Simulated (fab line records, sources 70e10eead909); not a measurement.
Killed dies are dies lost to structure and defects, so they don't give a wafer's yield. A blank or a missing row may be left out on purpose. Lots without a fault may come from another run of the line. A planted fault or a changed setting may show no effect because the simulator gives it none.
Chamber matching | flow nand_harc | NHARC_A_CHANNEL_HOLE_D1_ETCH_16 on rie_diel-05: 4 sister chambers
The step etches the open film in O2/COS, target depth 3100 nm, time 806 s. 16 wafers are shown with their chamber, then 7 later ones without.

WAFERS WITH THEIR CHAMBER
wafer  | chamber | drypump_motor_current_A (A) | showerhead_plenum_p_Torr (Torr) | rf_vpp_V (V)
L911.1 | 2       | 6.3                         | 2.95                            | 310.6
L911.2 | 0       | 5.3                         | 3.27                            | 314.3
L911.5 | 1       | 5.5                         | 2.99                            | 313.1
L912.4 | 0       | 5.3                         | 3.26                            | 317.3
L912.5 | 3       | 5.2                         | 3.12                            | 313.7
L912.6 | 2       | 6.3                         | 2.95                            | 312.5
L920.1 | 1       | 5.5                         | 2.99                            | 313.0
L920.6 | 0       | 5.3                         | 3.26                            | 316.9
L921.4 | 2       | 6.3                         | 2.95                            | 310.7
L922.1 | 0       | 5.3                         | 3.26                            | 316.4
L922.4 | 3       | 5.2                         | 3.11                            | 314.9
L929.1 | 1       | 5.5                         | 2.98                            | 312.3
L929.2 | 2       | 6.3                         | 2.95                            | 312.3
L929.3 | 3       | 5.2                         | 3.11                            | 314.5
L930.1 | 0       | 5.3                         | 3.26                            | 315.7
L930.4 | 2       | 6.2                         | 2.95                            | 311.6

SIGNATURES (means of the wafers above)
reading                  | chamber 0 | chamber 1 | chamber 2 | chamber 3 | scatter within a chamber
drypump_motor_current_A  | 5.300     | 5.500     | 6.280     | 5.200     | 0.0258
showerhead_plenum_p_Torr | 3.2620    | 2.9867    | 2.9500    | 3.1133    | 0.00422
rf_vpp_V                 | 316.120   | 312.800   | 311.540   | 314.367   | 0.903
Rule: a wafer's distance from a chamber is the root of the sum, over the readings, of the square of ((its reading less the chamber's mean) divided by the reading's scatter). The wafer belongs to the nearest chamber; if the next one is less than 2 further off, it can't be placed. The scatter: the root of (the sum of the squares of (reading less its chamber's mean) over the shown wafers, divided by (wafers less chambers)).

WAFERS WITHOUT THEIR CHAMBER
wafer  | drypump_motor_current_A (A) | showerhead_plenum_p_Torr (Torr) | rf_vpp_V (V)
L930.6 | 5.2                         | 3.11                            | 314.3
L931.3 | 5.2                         | 3.11                            | 313.2
L931.4 | 5.3                         | 3.26                            | 314.8
L931.5 | 6.3                         | 2.94                            | 312.3
L932.2 | 5.5                         | 2.98                            | 312.4
L932.4 | 5.2                         | 3.11                            | 314.0
L932.6 | 6.3                         | 2.94                            | 312.8

WHICH CHAMBER EACH WENT THROUGH
wafer  | from the rows above | in truth
L930.6 | 3                   | 3
L931.3 | 3                   | 3
L931.4 | 0                   | 0
L931.5 | 2                   | 2
L932.2 | 1                   | 1
L932.4 | 3                   | 3
L932.6 | 2                   | 2
Placed correctly: 7 of 7. Can't be placed from these rows: 0. Placed wrongly: 0.
